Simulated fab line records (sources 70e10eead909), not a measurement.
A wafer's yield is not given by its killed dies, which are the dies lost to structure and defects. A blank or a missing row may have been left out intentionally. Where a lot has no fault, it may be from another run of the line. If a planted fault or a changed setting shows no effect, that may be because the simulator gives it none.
Chamber matching + flow nand harc + NHARC_P_GATE_DEP_103 on pecvd-01 has 3 sister chambers
The step deposits SiON, target thk 30 nm. 3 wafers are shown with their chamber, then 7 later ones without.

== WAFERS PAIRED WITH THEIR CHAMBERS ==
| wafer  | chamber | heater power w (W) |
|--------|---------|--------------------|
| L079.4 | 1       | 692                |
| L083.3 | 0       | 814                |
| L083.5 | 2       | 677                |

== WAFERS WITH NO CHAMBER GIVEN ==
| wafer  | heater power w (W) |
|--------|--------------------|
| L083.6 | 658                |
| L086.1 | 666                |
| L086.4 | 661                |
| L086.5 | 732                |
| L090.2 | 675                |
| L090.4 | 858                |
| L090.5 | 674                |

== WHICH CHAMBER EACH WENT THROUGH ==
| wafer  | from the rows above          | in truth |
|--------|------------------------------|----------|
| L083.6 | can't be placed: 2 or 1      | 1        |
| L086.1 | can't be placed: 2 or 1      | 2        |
| L086.4 | can't be placed: 2 or 1      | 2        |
| L086.5 | can't be placed: 1 or 2 or 0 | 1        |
| L090.2 | can't be placed: 2 or 1      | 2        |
| L090.4 | 0                            | 0        |
| L090.5 | can't be placed: 2 or 1      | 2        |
Placed correctly: 1 of 7. Unplaceable from these rows: 6, with the true chamber sitting among the candidates in 6. 0 placed wrongly.
How it was worked out, from the rows above alone: a wafer's distance from a chamber is the root of the sum, over the readings, of the square of ((its reading less the chamber's mean) divided by the reading's scatter). If the next closest chamber is less than 2 further off than the closest, the wafer can't be placed; otherwise it belongs to the closest. A chamber's mean is the mean of its shown wafers. The scatter: root of mean squared gap, hidden wafer to nearest shown wafer, with one shown wafer a chamber.
